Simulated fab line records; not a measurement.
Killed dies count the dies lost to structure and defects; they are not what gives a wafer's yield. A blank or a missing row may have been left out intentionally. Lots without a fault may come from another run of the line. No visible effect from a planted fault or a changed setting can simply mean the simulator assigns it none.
fab line records + flow n5Finfet
[record]
- lots = 6
- wafers = 17
- lastDay = 17
route steps=1938 shown BEOL_M15@1796
lots that met no fault: taken from a fault-free run of the same line
startH: the number of hours between the record's first day and the start of the first shown wafer of the lot + waitH: hours since the lot's step before + " repeats the value in the row above + L1.1+2: a row that stands for several wafers + - value missing, or start not given + * or withheld: withheld + < > ~ a bound
route shown NAME@n: names a module that has steps shown in the file, with the first one's number in the route + usual: average and standard deviation across the fault-free wafers + same: alike in all rows + chamber/n: place in a boat + sites: each site's reading + _std_site: the values' standard deviation + _edge_site: outer sites' mean less inner sites' + radiusMm: how far each site lies from the wafer's centre + mask NAME#n: copy n + behind: the last tool/chamber to shape the wafer + hold: cause of the lot's hold/its duration in hours/its outcome + device: transistor that didn't switch, given as n, p or np + end of line: tests run on the same wafers once the route is complete + a step with no rows: only its recipe + killed: dies lost to structure and defects at the first sort, not the wafer's yield + map: a wafer's dies, x killed, . not, _ none there
set.NAME: setting as actually run; set.NAME@STEP: the setting as run at that earlier step + model.NAME: the simulator's own value behind a step, which no gauge read
lots seen at some steps along the route; tables by step, rows by wafer
services: when a tool's chamber went out of use (startH, in hours from the record's first day, below 0 if earlier), for how many hours, and the reason
[[steps]]
[step N5_BEOL_M15_COAT_60]
[recipe]
- resist = BARC
- tempC = 205
- timeS = 60
- spinRpm = 1500
- resistThkNm = 89
[step N5_BEOL_M15_COAT_22]
[recipe]
- spinRpm = 1704
- resistThkNm = 800
[step N5_BEOL_M15_EBR_24]
[recipe]
- solvent = PGMEA
- ebrWidthMm = 1.5
[step N5_BEOL_M15_SOFTBAKE_23]
[recipe]
- tempC = 130
- timeS = 60
[step N5_BEOL_M15_EXPOSE_25]
[recipe]
- maskId = M15
- na = 0.8
- sourceShape = annular
- sigmaInner = 0.5
- sigmaOuter = 0.8
- polarization = unpolarized
- targetCdNm = 400
- doseMj = 35.5
[step N5_BEOL_M15_PEB_26]
[recipe]
- pebTempC = 130
- pebTimeS = 90
[step N5_BEOL_M15_DEVELOP_27]
[recipe]
- developTimeS = 45
- rinseLiquid = diw
- dry = airSpin
- devTempC = 21
[step N5_BEOL_M15_HARDBAKE_32]
[recipe]
- tempC = 130
- timeS = 120
[step N5_BEOL_M15_CD_MEAS_28]
[recipe]
- targetCdNm = 407.6
- landingEnergyEv = 500
- detector = seInlens
[usual]
- cdNm = 407.3/1.4
| lot.wafer | tool     | chamber | startH | waitH | cdNm  |
|-----------|----------|---------|--------|-------|-------|
| L730.1    | cdSem-01 | 0       | 299.09 | -     | 405.8 |
| L730.2    | "        | 0       | "      | "     | 409.1 |
| L730.3    | "        | 0       | "      | "     | 407.0 |
| L733.5    | cdSem-02 | 0       | 317.26 | -     | 408.9 |
| L733.6    | "        | 0       | "      | "     | 409.8 |
| L738.1    | cdSem-03 | 0       | 339.93 | -     | 406.4 |
| L738.2    | "        | 0       | "      | "     | 407.7 |
| L738.4    | "        | 0       | "      | "     | 408.2 |
| L741.2    | cdSem-01 | 0       | 349.64 | -     | 408.6 |
| L741.3    | "        | 0       | "      | "     | 407.7 |
| L741.5    | "        | 0       | "      | "     | 408.7 |
| L743.3    | cdSem-03 | 0       | 372.60 | -     | 406.2 |
| L743.4    | "        | 0       | "      | "     | 407.3 |
| L743.5    | "        | 0       | "      | "     | 405.6 |
| L744.3    | cdSem-03 | 0       | 385.82 | -     | 407.3 |
| L744.5    | "        | 0       | "      | "     | 406.3 |
| L744.6    | "        | 0       | "      | "     | 407.5 |
[step N5_BEOL_M15_OVL_MEAS_29]
[recipe]
- pointsPerWafer = 44
[usual]
- M15_OVL = 0/5.8
| lot.wafer | tool       | chamber | startH | waitH | M15_OVL[nm] |
|-----------|------------|---------|--------|-------|-------------|
| L730.1    | overlay-02 | 0       | 299.12 | 0.0   | 14          |
| L730.2    | "          | 0       | "      | "     | 6           |
| L730.3    | "          | 0       | "      | "     | 2           |
| L733.5    | overlay-01 | 0       | 317.28 | 0.0   | 2           |
| L733.6    | "          | 0       | "      | "     | 0           |
| L738.1    | overlay-02 | 0       | 339.96 | 0.0   | -3          |
| L738.2    | "          | 0       | "      | "     | -5          |
| L738.4    | "          | 0       | "      | "     | -4          |
| L741.2    | overlay-01 | 0       | 349.67 | 0.0   | -6          |
| L741.3    | "          | 0       | "      | "     | 8           |
| L741.5    | "          | 0       | "      | "     | 3           |
| L743.3    | overlay-01 | 0       | 372.63 | 0.0   | -4          |
| L743.4    | "          | 0       | "      | "     | -3          |
| L743.5    | "          | 0       | "      | "     | 1           |
| L744.3    | overlay-02 | 0       | 385.85 | 0.0   | -4          |
| L744.5    | "          | 0       | "      | "     | -3          |
| L744.6    | "          | 0       | "      | "     | -5          |
[step N5_BEOL_M15_INSPECT_30]
[recipe]
- mode = adi
- inspectInstrument = macro
[usual]
- rawDefectCount = 2.0/1.3
| lot.wafer | tool             | chamber | startH | waitH | rawDefectCount |
|-----------|------------------|---------|--------|-------|----------------|
| L730.1    | defectInspect-02 | -       | 299.14 | 0.0   | 4              |
| L730.2    | "                | -       | "      | "     | 4              |
| L730.3    | "                | -       | "      | "     | 1              |
| L733.5    | defectInspect-02 | -       | 317.31 | 0.0   | 3              |
| L733.6    | "                | -       | "      | "     | 3              |
| L738.1    | defectInspect-02 | -       | 339.98 | 0.0   | 1              |
| L738.2    | "                | -       | "      | "     | 0              |
| L738.4    | "                | -       | "      | "     | 2              |
| L741.2    | defectInspect-02 | -       | 349.69 | 0.0   | 4              |
| L741.3    | "                | -       | "      | "     | 0              |
| L741.5    | "                | -       | "      | "     | 3              |
| L743.3    | defectInspect-02 | -       | 372.65 | 0.0   | 4              |
| L743.4    | "                | -       | "      | "     | 1              |
| L743.5    | "                | -       | "      | "     | 2              |
| L744.3    | defectInspect-01 | -       | 385.87 | 0.0   | 0              |
| L744.5    | "                | -       | "      | "     | 0              |
| L744.6    | "                | -       | "      | "     | 1              |
[step N5_BEOL_M15_DESCUM_33]
[recipe]
- chemistry = O2
- timeS = 7.9
- sourcePowerW = 50
- biasPowerW = 20
- pressureMtorr = 20
- rfFrequencyHz = 2.712e+07
- tempC = 40
- o2FlowSccm = 225
[usual]
- drypumpMotorCurrentA = 5.8/0.4
- oesProductAu = 0.78/0.069
- rfVppV = 243.1/1.1
- showerheadPlenumPTorr = 2.09/0.05
- throttleValvePct = 20.38/0.24
| lot.wafer | tool       | chamber | startH | waitH | drypumpMotorCurrentA | oesProductAu | rfHoursCounterH | rfVppV | showerheadPlenumPTorr | throttleValvePct |
|-----------|------------|---------|--------|-------|----------------------|--------------|-----------------|--------|-----------------------|------------------|
| L730.1    | rieDiel-01 | 2       | 300.04 | 0.9   | 5.7                  | 0.80         | 98              | 241.5  | 2.03                  | 20.19            |
| L730.2    | "          | 3       | "      | "     | 5.2                  | 0.90         | 39              | 243.4  | 2.12                  | 20.14            |
| L730.3    | "          | 1       | "      | "     | 5.7                  | 0.81         | 116             | 243.3  | 2.11                  | 20.45            |
| L733.5    | rieDiel-01 | 3       | 317.56 | 0.2   | 5.1                  | 0.89         | -               | 244.3  | 2.12                  | 20.13            |
| L733.6    | "          | 2       | "      | "     | 5.7                  | 0.79         | -               | 242.0  | 2.03                  | 20.19            |
| L738.1    | rieDiel-03 | 0       | 340.02 | 0.0   | 6.2                  | 0.74         | 181             | 242.6  | 2.00                  | 20.21            |
| L738.2    | "          | 3       | "      | "     | 6.2                  | 0.83         | 92              | 243.5  | 2.12                  | 20.37            |
| L738.4    | "          | 2       | "      | "     | 5.5                  | 0.70         | 188             | 241.6  | 2.08                  | 20.40            |
| L741.2    | rieDiel-05 | 1       | 349.73 | 0.0   | 6.2                  | 0.76         | 135             | 243.6  | 2.10                  | 20.82            |
| L741.3    | "          | 3       | "      | "     | 5.4                  | 0.70         | 212             | 243.9  | 2.07                  | 21.00            |
| L741.5    | "          | 0       | "      | "     | 5.7                  | 0.93         | -               | 242.9  | 2.06                  | 20.48            |
| L743.3    | rieDiel-05 | 1       | 372.68 | 0.0   | 6.2                  | 0.75         | 144             | 242.4  | 2.10                  | 20.82            |
| L743.4    | "          | 0       | "      | "     | 5.7                  | 0.92         | -               | 244.3  | 2.06                  | 20.49            |
| L743.5    | "          | 2       | "      | "     | 5.0                  | 0.82         | -               | 246.1  | 2.12                  | 19.92            |
| L744.3    | rieDiel-05 | 1       | 385.91 | 0.0   | 6.2                  | 0.76         | 148             | 242.4  | 2.10                  | 20.83            |
| L744.5    | "          | 1       | "      | "     | 6.2                  | 0.76         | -               | 242.1  | 2.10                  | 20.84            |
| L744.6    | "          | 0       | "      | "     | 5.7                  | 0.91         | -               | 241.7  | 2.06                  | 20.50            |
[step N5_BEOL_M15_ETCH_61]
[recipe]
- chemistry = N2/H2
- target = BARC
- targetDepthA = 890
- overetchA = 267
- timeS = 67.9
- ionEnergyEv = 200
- pressureMtorr = 30
- sourceW = 840
- biasW = 150
- n2FlowSccm = 200
- h2FlowSccm = 200
[usual]
- drypumpMotorCurrentA = 5.8/0.4
- oesProductAu = 0.67/0.054
- rfVppV = 523.8/1.9
- showerheadPlenumPTorr = 2.54/0.062
- throttleValvePct = 17.81/0.25
| lot.wafer | tool       | chamber | startH | waitH | drypumpMotorCurrentA | oesProductAu | rfHoursCounterH | rfVppV | showerheadPlenumPTorr | throttleValvePct | model.coat_of_BEOL_M15_COAT_22.thkNm | model.BEOL_M15.cdNm |
|-----------|------------|---------|--------|-------|----------------------|--------------|-----------------|--------|-----------------------|------------------|--------------------------------------|---------------------|
| L730.1    | rieDiel-01 | 2       | 300.07 | 0.0   | 5.7                  | 0.68         | 98              | 521.6  | 2.45                  | 17.51            | 719.8                                | 398.8               |
| L730.2    | "          | 3       | "      | "     | 5.2                  | 0.76         | 39              | 525.9  | 2.59                  | 17.60            | 718.6                                | 401.2               |
| L730.3    | "          | 1       | "      | "     | 5.7                  | 0.68         | 116             | 524.1  | 2.56                  | 17.84            | 693.6                                | 404                 |
| L733.5    | rieDiel-01 | 3       | 317.60 | 0.0   | 5.2                  | 0.77         | -               | 526.2  | 2.59                  | 17.61            | 716.2                                | 401                 |
| L733.6    | "          | 2       | "      | "     | 5.7                  | 0.67         | -               | 520.3  | 2.45                  | 17.53            | 692.2                                | 406.6               |
| L738.1    | rieDiel-03 | 0       | 340.05 | 0.0   | 6.2                  | 0.63         | 181             | 520.1  | 2.43                  | 17.65            | 723.8                                | 399                 |
| L738.2    | "          | 3       | "      | "     | 6.2                  | 0.71         | 92              | 524.9  | 2.57                  | 17.77            | 721                                  | 400.6               |
| L738.4    | "          | 2       | "      | "     | 5.5                  | 0.60         | 188             | 522.7  | 2.53                  | 18.00            | 720.4                                | 401                 |
| L741.2    | rieDiel-05 | 1       | 349.76 | 0.0   | 6.2                  | 0.66         | 135             | 525.5  | 2.54                  | 18.23            | 721                                  | 401.2               |
| L741.3    | "          | 3       | "      | "     | 5.4                  | 0.61         | 212             | 522.8  | 2.51                  | 18.29            | 719.4                                | 398.8               |
| L741.5    | "          | 0       | "      | "     | 5.7                  | 0.79         | -               | 522.4  | 2.49                  | 17.78            | 716.2                                | 400.6               |
| L743.3    | rieDiel-05 | 1       | 372.72 | 0.0   | 6.2                  | 0.66         | 144             | 524.4  | 2.54                  | 18.24            | 717.4                                | 398                 |
| L743.4    | "          | 0       | "      | "     | 5.7                  | 0.77         | -               | 521.6  | 2.49                  | 17.77            | 716                                  | 399.6               |
| L743.5    | "          | 2       | "      | "     | 5.0                  | 0.70         | -               | 525.4  | 2.57                  | 17.27            | 714                                  | 398.8               |
| L744.3    | rieDiel-05 | 1       | 385.94 | 0.0   | 6.2                  | 0.65         | 148             | 523.4  | 2.54                  | 18.23            | 721.8                                | 399.2               |
| L744.5    | "          | 1       | "      | "     | 6.2                  | 0.65         | -               | 524.3  | 2.54                  | 18.24            | 721.2                                | 398.6               |
| L744.6    | "          | 0       | "      | "     | 5.7                  | 0.77         | -               | 523.1  | 2.49                  | 17.79            | 718.6                                | 400.4               |
[step N5_BEOL_M15_TRENCH_ETCH_34]
[recipe]
- chemistry = C4F8/O2/Ar
- target = SiO2
- targetDepthA = 8729.3
- heInnerTorr = 15
- heOuterTorr = 30
- timeS = 199
- ionEnergyEv = 800
- pressureMtorr = 20
- sourceW = 1905
- biasW = 2040
- Ar_flow_sccm = 400
- C4F8_flow_sccm = 16
- O2_flow_sccm = 12
[usual]
- drypumpMotorCurrentA = 5.8/0.4
- oes_ar_750_au = 0.79/0.064
- oesProductAu = 0.78/0.069
- rfVppV = 2219/18
- showerheadPlenumPTorr = 3.43/0.076
- throttleValvePct = 30.80/0.26
| lot.wafer | tool       | chamber | startH | waitH | drypumpMotorCurrentA | oes_ar_750_au | oesProductAu | rfHoursCounterH | rfVppV | showerheadPlenumPTorr | throttleValvePct | model.coat_of_BEOL_M15_COAT_22.thkNm |
|-----------|------------|---------|--------|-------|----------------------|---------------|--------------|-----------------|--------|-----------------------|------------------|--------------------------------------|
| L730.1    | rieDiel-01 | 2       | 300.13 | 0.0   | 5.7                  | 0.79          | 0.79         | 98              | 2235   | 3.32                  | 30.48            | 546.4                                |
| L730.2    | "          | 3       | "      | "     | 5.2                  | 0.91          | 0.89         | 39              | 2223   | 3.49                  | 30.64            | 543.6                                |
| L730.3    | "          | 1       | "      | "     | 5.7                  | 0.79          | 0.80         | 116             | 2253   | 3.46                  | 30.94            | 518.8                                |
| L733.5    | rieDiel-01 | 3       | 317.71 | 0.1   | 5.1                  | 0.89          | 0.89         | -               | 2224   | 3.49                  | 30.63            | 541                                  |
| L733.6    | "          | 2       | "      | "     | 5.7                  | 0.79          | 0.78         | -               | 2232   | 3.32                  | 30.47            | 519.4                                |
| L738.1    | rieDiel-03 | 0       | 340.10 | 0.0   | 6.1                  | 0.75          | 0.72         | 181             | 2207   | 3.29                  | 30.56            | 553.8                                |
| L738.2    | "          | 3       | "      | "     | 6.2                  | 0.81          | 0.82         | 93              | 2215   | 3.46                  | 30.73            | 549.2                                |
| L738.4    | "          | 2       | "      | "     | 5.5                  | 0.72          | 0.71         | 188             | 2220   | 3.42                  | 30.86            | 547.2                                |
| L741.2    | rieDiel-05 | 1       | 349.81 | 0.0   | 6.2                  | 0.77          | 0.77         | 135             | 2218   | 3.45                  | 31.35            | 546.2                                |
| L741.3    | "          | 3       | "      | "     | 5.4                  | 0.72          | 0.72         | 212             | 2199   | 3.40                  | 31.39            | 546.6                                |
| L741.5    | "          | 0       | "      | "     | 5.7                  | 0.93          | 0.94         | -               | 2194   | 3.38                  | 30.94            | 537.8                                |
| L743.3    | rieDiel-05 | 1       | 372.77 | 0.0   | 6.2                  | 0.76          | 0.75         | 144             | 2217   | 3.44                  | 31.35            | 545.4                                |
| L743.4    | "          | 0       | "      | "     | 5.7                  | 0.91          | 0.91         | -               | 2193   | 3.38                  | 30.97            | 537.6                                |
| L743.5    | "          | 2       | "      | "     | 5.0                  | 0.83          | 0.82         | -               | 2182   | 3.49                  | 30.37            | 537.4                                |
| L744.3    | rieDiel-05 | 1       | 385.99 | 0.0   | 6.2                  | 0.76          | 0.75         | 148             | 2217   | 3.44                  | 31.34            | 549.6                                |
| L744.5    | "          | 1       | "      | "     | 6.2                  | 0.76          | 0.75         | -               | 2217   | 3.44                  | 31.34            | 548.2                                |
| L744.6    | "          | 0       | "      | "     | 5.7                  | 0.91          | 0.90         | -               | 2194   | 3.37                  | 30.94            | 542.2                                |
[step N5_BEOL_M15_STRIP_36]
[recipe]
- chemistry = O2
- powerW = 600
- tempC = 60
- pressureMtorr = 30
- rfFrequencyHz = 6e+07
- biasPowerW = 0
- overashFraction = 0.3
- o2FlowSccm = 225
[usual]
- drypumpMotorCurrentA = 5.7/0.37
- oesProductAu = 0.79/0.071
- rfVppV = 3.7/0.96
- showerheadPlenumPTorr = 2.10/0.045
- throttleValvePct = 16.62/0.22
| lot.wafer | tool       | chamber | startH | waitH | drypumpMotorCurrentA | oesProductAu | rfHoursCounterH | rfVppV | showerheadPlenumPTorr | throttleValvePct |
|-----------|------------|---------|--------|-------|----------------------|--------------|-----------------|--------|-----------------------|------------------|
| L730.1    | rieDiel-03 | 3       | 300.40 | 0.1   | 6.2                  | 0.85         | 80              | 3.4    | 2.13                  | 16.60            |
| L730.2    | "          | 1       | "      | "     | 6.2                  | 0.72         | 198             | 3.4    | 2.17                  | 16.73            |
| L730.3    | "          | 0       | "      | "     | 6.2                  | 0.75         | 168             | 3.6    | 2.00                  | 16.48            |
| L733.5    | rieDiel-01 | 1       | 317.88 | 0.1   | 5.7                  | 0.79         | -               | 6.1    | 2.11                  | 16.71            |
| L733.6    | "          | 0       | "      | "     | 5.6                  | 0.72         | -               | 5.3    | 2.09                  | 16.77            |
| L738.1    | rieDiel-01 | 3       | 345.72 | 5.4   | 5.2                  | 0.88         | 53              | 2.2    | 2.12                  | 16.36            |
| L738.2    | "          | 1       | "      | "     | 5.7                  | 0.79         | 129             | 3.3    | 2.11                  | 16.70            |
| L738.4    | "          | 2       | "      | "     | 5.7                  | 0.79         | 113             | 4.0    | 2.03                  | 16.46            |
| L741.2    | rieDiel-01 | 3       | 350.21 | 0.2   | 5.1                  | 0.85         | 56              | 2.2    | 2.12                  | 16.40            |
| L741.3    | "          | 2       | "      | "     | 5.7                  | 0.77         | 115             | 2.9    | 2.03                  | 16.52            |
| L741.5    | "          | 2       | "      | "     | 5.7                  | 0.77         | -               | 3.8    | 2.03                  | 16.48            |
| L743.3    | rieDiel-03 | 2       | 376.32 | 3.4   | 5.5                  | 0.70         | 201             | 3.7    | 2.08                  | 16.70            |
| L743.4    | "          | 2       | "      | "     | 5.5                  | 0.69         | -               | 4.3    | 2.08                  | 16.73            |
| L743.5    | "          | 3       | "      | "     | 6.2                  | 0.80         | -               | 3.0    | 2.12                  | 16.63            |
| L744.3    | rieDiel-01 | 1       | 386.22 | 0.0   | 5.8                  | 0.78         | 141             | 2.2    | 2.11                  | 16.70            |
| L744.5    | "          | 2       | "      | "     | 5.7                  | 0.77         | -               | 2.6    | 2.02                  | 16.51            |
| L744.6    | "          | 3       | "      | "     | 5.1                  | 0.86         | -               | 4.4    | 2.12                  | 16.42            |
[step N5_BEOL_M15_STRIP_62]
[recipe]
- chemistry = O2
- powerW = 600
- tempC = 60
- pressureMtorr = 30
- rfFrequencyHz = 6e+07
- biasPowerW = 0
- overashFraction = 0.3
- o2FlowSccm = 225
[usual]
- drypumpMotorCurrentA = 5.7/0.37
- oesProductAu = 0.79/0.07
- rfVppV = 3.7/0.49
- showerheadPlenumPTorr = 2.10/0.045
- throttleValvePct = 16.62/0.22
| lot.wafer | tool       | chamber | startH | waitH | drypumpMotorCurrentA | oesProductAu | rfHoursCounterH | rfVppV | showerheadPlenumPTorr | throttleValvePct |
|-----------|------------|---------|--------|-------|----------------------|--------------|-----------------|--------|-----------------------|------------------|
| L730.1    | rieDiel-03 | 3       | -      | -     | 6.2                  | 0.84         | 80              | 3.2    | 2.13                  | 16.59            |
| L730.2    | "          | 1       | "      | "     | 6.2                  | 0.71         | 198             | 4.0    | 2.17                  | 16.73            |
| L730.3    | "          | 0       | "      | "     | 6.2                  | 0.75         | 168             | 3.1    | 2.00                  | 16.50            |
| L733.5    | rieDiel-01 | 1       | -      | -     | 5.7                  | 0.79         | -               | 3.5    | 2.11                  | 16.69            |
| L733.6    | "          | 0       | "      | "     | 5.6                  | 0.73         | -               | 4.7    | 2.09                  | 16.76            |
| L738.1    | rieDiel-01 | 3       | -      | -     | 5.2                  | 0.88         | 53              | 3.2    | 2.12                  | 16.39            |
| L738.2    | "          | 0       | "      | "     | 5.6                  | 0.71         | 191             | 4.4    | 2.09                  | 16.78            |
| L738.4    | "          | 2       | "      | "     | 5.7                  | 0.78         | 113             | 3.8    | 2.03                  | 16.48            |
| L741.2    | rieDiel-01 | 3       | -      | -     | 5.1                  | 0.88         | 56              | 3.0    | 2.12                  | 16.39            |
| L741.3    | "          | 2       | "      | "     | 5.7                  | 0.78         | 115             | 4.2    | 2.03                  | 16.49            |
| L741.5    | "          | 2       | "      | "     | 5.7                  | 0.77         | -               | 3.9    | 2.03                  | 16.46            |
| L743.3    | rieDiel-03 | 2       | -      | -     | 5.5                  | 0.69         | 201             | 3.3    | 2.08                  | 16.70            |
| L743.4    | "          | 2       | "      | "     | 5.5                  | 0.70         | -               | 4.2    | 2.08                  | 16.69            |
| L743.5    | "          | 3       | "      | "     | 6.2                  | 0.80         | -               | 2.6    | 2.12                  | 16.65            |
| L744.3    | rieDiel-01 | 1       | -      | -     | 5.7                  | 0.78         | 141             | 4.5    | 2.11                  | 16.74            |
| L744.5    | "          | 2       | "      | "     | 5.7                  | 0.76         | -               | 3.7    | 2.02                  | 16.50            |
| L744.6    | "          | 3       | "      | "     | 5.1                  | 0.86         | -               | 4.0    | 2.12                  | 16.41            |
[step N5_BEOL_M15_STRIP_37]
[recipe]
- chemistry = O2
- powerW = 600
- tempC = 60
- pressureMtorr = 30
- rfFrequencyHz = 6e+07
- biasPowerW = 0
- overashFraction = 0.3
- o2FlowSccm = 225
[usual]
- drypumpMotorCurrentA = 5.7/0.37
- oesProductAu = 0.79/0.069
- rfVppV = 3.6/0.7
- showerheadPlenumPTorr = 2.10/0.045
- throttleValvePct = 16.62/0.22
| lot.wafer | tool       | chamber | startH | waitH | drypumpMotorCurrentA | oesProductAu | rfHoursCounterH | rfVppV | showerheadPlenumPTorr | throttleValvePct |
|-----------|------------|---------|--------|-------|----------------------|--------------|-----------------|--------|-----------------------|------------------|
| L730.1    | rieDiel-03 | 3       | -      | -     | 6.2                  | 0.84         | 80              | 4.0    | 2.13                  | 16.60            |
| L730.2    | "          | 1       | "      | "     | 6.2                  | 0.72         | 198             | 3.0    | 2.17                  | 16.72            |
| L730.3    | "          | 0       | "      | "     | 6.1                  | 0.75         | 168             | 4.3    | 2.00                  | 16.47            |
| L733.5    | rieDiel-01 | 1       | -      | -     | 5.7                  | 0.80         | -               | 2.0    | 2.12                  | 16.68            |
| L733.6    | "          | 0       | "      | "     | 5.6                  | 0.73         | -               | 4.1    | 2.09                  | 16.74            |
| L738.1    | rieDiel-01 | 3       | -      | -     | 5.1                  | 0.86         | 53              | 3.6    | 2.12                  | 16.39            |
| L738.2    | "          | 2       | "      | "     | 5.7                  | 0.79         | 113             | 3.4    | 2.03                  | 16.48            |
| L738.4    | "          | 1       | "      | "     | 5.7                  | 0.79         | -               | 3.9    | 2.11                  | 16.69            |
| L741.2    | rieDiel-01 | 3       | -      | -     | 5.1                  | 0.86         | 56              | 3.6    | 2.12                  | 16.40            |
| L741.3    | "          | 2       | "      | "     | 5.7                  | 0.78         | 115             | 3.7    | 2.03                  | 16.48            |
| L741.5    | "          | 2       | "      | "     | 5.7                  | 0.77         | -               | 3.2    | 2.03                  | 16.46            |
| L743.3    | rieDiel-03 | 2       | -      | -     | 5.5                  | 0.70         | 201             | 3.1    | 2.08                  | 16.72            |
| L743.4    | "          | 2       | "      | "     | 5.4                  | 0.70         | -               | 3.6    | 2.08                  | 16.73            |
| L743.5    | "          | 3       | "      | "     | 6.2                  | 0.79         | -               | 4.1    | 2.12                  | 16.66            |
| L744.3    | rieDiel-01 | 1       | -      | -     | 5.7                  | 0.78         | 141             | 3.9    | 2.11                  | 16.74            |
| L744.5    | "          | 2       | "      | "     | 5.7                  | 0.77         | -               | 2.4    | 2.02                  | 16.51            |
| L744.6    | "          | 3       | "      | "     | 5.2                  | 0.86         | -               | 3.3    | 2.12                  | 16.42            |
[step N5_BEOL_M15_ETCH_38]
[recipe]
- chemistry = CF4/N2
- target = SiCN
- targetDepthA = 1064
- taperDeg = 2
- timeS = 120.5
- ionEnergyEv = 150
- maskMaterial = SiO2
- pressureMtorr = 40
- sourceW = 430
- biasW = 70
- Ar_flow_sccm = 100
- cf4FlowSccm = 60
- n2FlowSccm = 60
[usual]
- drypumpMotorCurrentA = 5.7/0.38
- oesProductAu = 0.79/0.072
- rfVppV = 382.3/1.3
- showerheadPlenumPTorr = 2.20/0.046
- throttleValvePct = 15.38/0.22
| lot.wafer | tool       | chamber | startH | waitH | drypumpMotorCurrentA | oesProductAu | rfHoursCounterH | rfVppV | showerheadPlenumPTorr | throttleValvePct | model.BEOL_M15.cdNm |
|-----------|------------|---------|--------|-------|----------------------|--------------|-----------------|--------|-----------------------|------------------|---------------------|
| L730.1    | rieDiel-03 | 3       | -      | -     | 6.2                  | 0.84         | 80              | 383.0  | 2.23                  | 15.30            | 398.4               |
| L730.2    | "          | 1       | "      | "     | 6.1                  | 0.70         | 198             | 384.0  | 2.28                  | 15.52            | 400.8               |
| L730.3    | "          | 0       | "      | "     | 6.2                  | 0.75         | 168             | 379.5  | 2.12                  | 15.29            | 404                 |
| L733.5    | rieDiel-01 | 1       | -      | -     | 5.7                  | 0.79         | -               | 383.8  | 2.22                  | 15.44            | 401.2               |
| L733.6    | "          | 0       | "      | "     | 5.6                  | 0.73         | -               | 380.8  | 2.20                  | 15.51            | 406.6               |
| L738.1    | rieDiel-01 | 3       | -      | -     | 5.1                  | 0.89         | 53              | 383.8  | 2.24                  | 15.17            | 398.8               |
| L738.2    | "          | 2       | "      | "     | 5.7                  | 0.77         | 113             | 380.6  | 2.13                  | 15.22            | 401                 |
| L738.4    | "          | 1       | "      | "     | 5.7                  | 0.78         | -               | 381.5  | 2.22                  | 15.43            | 401                 |
| L741.2    | rieDiel-01 | 3       | -      | -     | 5.1                  | 0.88         | 56              | 383.0  | 2.24                  | 15.18            | 401                 |
| L741.3    | "          | 2       | "      | "     | 5.7                  | 0.77         | 115             | 381.7  | 2.13                  | 15.22            | 398.4               |
| L741.5    | "          | 2       | "      | "     | 5.7                  | 0.77         | -               | 380.2  | 2.13                  | 15.24            | 399.8               |
| L743.3    | rieDiel-03 | 2       | -      | -     | 5.4                  | 0.70         | 201             | 380.4  | 2.19                  | 15.53            | 398.4               |
| L743.4    | "          | 2       | "      | "     | 5.4                  | 0.70         | -               | 382.0  | 2.19                  | 15.51            | 399.6               |
| L743.5    | "          | 3       | "      | "     | 6.2                  | 0.80         | -               | 382.8  | 2.22                  | 15.37            | 399                 |
| L744.3    | rieDiel-01 | 1       | -      | -     | 5.7                  | 0.77         | 141             | 380.9  | 2.21                  | 15.47            | 399.4               |
| L744.5    | "          | 2       | "      | "     | 5.7                  | 0.77         | -               | 379.4  | 2.13                  | 15.27            | 399                 |
| L744.6    | "          | 3       | "      | "     | 5.1                  | 0.87         | -               | 383.2  | 2.24                  | 15.19            | 400                 |
[step N5_BEOL_M15_PRECLEAN_39]
[recipe]
- chemistry = residueRemover
- timeS = 60
- tempC = 40
[[services]]
| tool       | chamber | startH | hours | kind   |
|------------|---------|--------|-------|--------|
| rieDiel-03 | 1       | 349.49 | 7.0   | repair |
| rieDiel-05 | 3       | 353.07 | 7.0   | repair |
[[key]]
firstSign none at tools or gauges
[modelEffect]
- step = N5_BEOL_M15_ETCH_61
- value = coat_of_BEOL_M15_COAT_22.thkNm
- without = 719.4
- struck = 692.9
[modelEffect]
- step = N5_BEOL_M15_TRENCH_ETCH_34
- value = coat_of_BEOL_M15_COAT_22.thkNm
- without = 545.8
- struck = 519.1
[modelEffect]
- step = N5_BEOL_M15_ETCH_38
- value = BEOL_M15.cdNm
- without = 400.1
- struck = 405.3
metAt N5_BEOL_M15_ETCH_61
struckWafers L730.3,L733.6
[fault]
- kind = processParameterDrift
- tool = rieDiel-01
- chamber = -
- onsetH = 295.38
- steps = N5_BEOL_M15_ETCH_61
- channel = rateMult
- offset = 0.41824
- shape = step
- endH = 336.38
- scope = struckWafersOnly
